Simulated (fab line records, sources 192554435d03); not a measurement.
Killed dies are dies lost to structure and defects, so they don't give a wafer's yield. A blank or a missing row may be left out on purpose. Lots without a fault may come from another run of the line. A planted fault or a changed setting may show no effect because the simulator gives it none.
Which tool did it? | flow n5_finfet | 12 lots, 31 wafers sampled, at 2 steps of a route of 1938

WHAT THE GAUGES READ, wafer by wafer
N5_BEOL_M10_OVL_MEAS_12.
lot  | measured     | on         | M10_OVL (nm)
L649 | day 10 09:46 | overlay-01 | -0.5 -1.4 -1.0
L652 | day 10 18:52 | overlay-01 | -0.4 0.3 0.8
L651 | day 10 19:53 | overlay-02 | 0.7 -0.4 -0.5
L650 | day 10 20:12 | overlay-02 | 0.5 -1.2 -0.7
L653 | day 11 10:04 | overlay-01 | -0.4 -0.2
L655 | day 11 17:50 | overlay-02 | 1.9 0.8 -0.4
L656 | day 11 18:32 | overlay-01 | -0.8 0.3 -1.5
L657 | day 12 07:04 | overlay-02 | 1.1 -0.1 1.3
L659 | day 12 16:07 | overlay-02 | 1.2 0.2
L665 | day 13 21:47 | overlay-01 | -0.1 -0.8
L668 | day 15 02:55 | overlay-02 | -0.4 -1.6
L669 | day 15 13:57 | overlay-01 | -1.0 -1.4

N5_BEOL_M10_INSPECT_13: inspects for defects (brightfield).
lot  | measured     | on                | raw_defect_count
L649 | day 10 09:47 | defect_inspect-01 | 461 604 496
L652 | day 10 18:53 | defect_inspect-02 | 466 498 588
L651 | day 10 19:56 | defect_inspect-02 | 486 515 554
L650 | day 10 20:13 | defect_inspect-02 | 378 397 331
L653 | day 11 10:05 | defect_inspect-02 | 307 584
L655 | day 11 17:52 | defect_inspect-02 | 477 369 425
L656 | day 11 18:34 | defect_inspect-01 | 337 433 368
L657 | day 12 07:05 | defect_inspect-02 | 398 302 252
L659 | day 12 16:09 | defect_inspect-02 | 244 403
L665 | day 13 21:49 | defect_inspect-01 | 386 359
L668 | day 15 02:56 | defect_inspect-01 | 338 364
L669 | day 15 13:58 | defect_inspect-02 | 414 429

WHICH TOOL RAN EACH LOT (tool, then ch and the chambers of the sampled wafers, then the start)
The record holds no process step before these readings.

WHAT THE TOOLS THEMSELVES READ (means of the sampled wafers that have a number; where no wafer has one, the mark that the record gives instead)
The record holds no such reading with a usual standard deviation.

THE ANSWER, worked out from the rows above alone
Rule: what is usual is taken from the lots themselves. Put in order of their means at a reading, lots are off if they are a third of the lots or fewer, leave a main group of 4 or more, and stand apart from it by a gap of 3 or more times the standard deviation of the main group's means; of several such gaps the widest counts. A main group whose means are all the same, to the digits that the tables above print for the reading, isn't used. A lot without any number at a reading at which 4 lots or more have one is off too. The other lots that the step has rows for count as sound. The gauges are gone through in route order, then the tools' own readings, and for those a lot's mean is taken as printed above. The first step at which some lot is off is used, and at that step the reading that is off furthest; a lot without a number counts as furthest.
No lot is off at any reading shown: from this, nothing can be told.

WHAT THE SIMULATOR HAD PUT IN
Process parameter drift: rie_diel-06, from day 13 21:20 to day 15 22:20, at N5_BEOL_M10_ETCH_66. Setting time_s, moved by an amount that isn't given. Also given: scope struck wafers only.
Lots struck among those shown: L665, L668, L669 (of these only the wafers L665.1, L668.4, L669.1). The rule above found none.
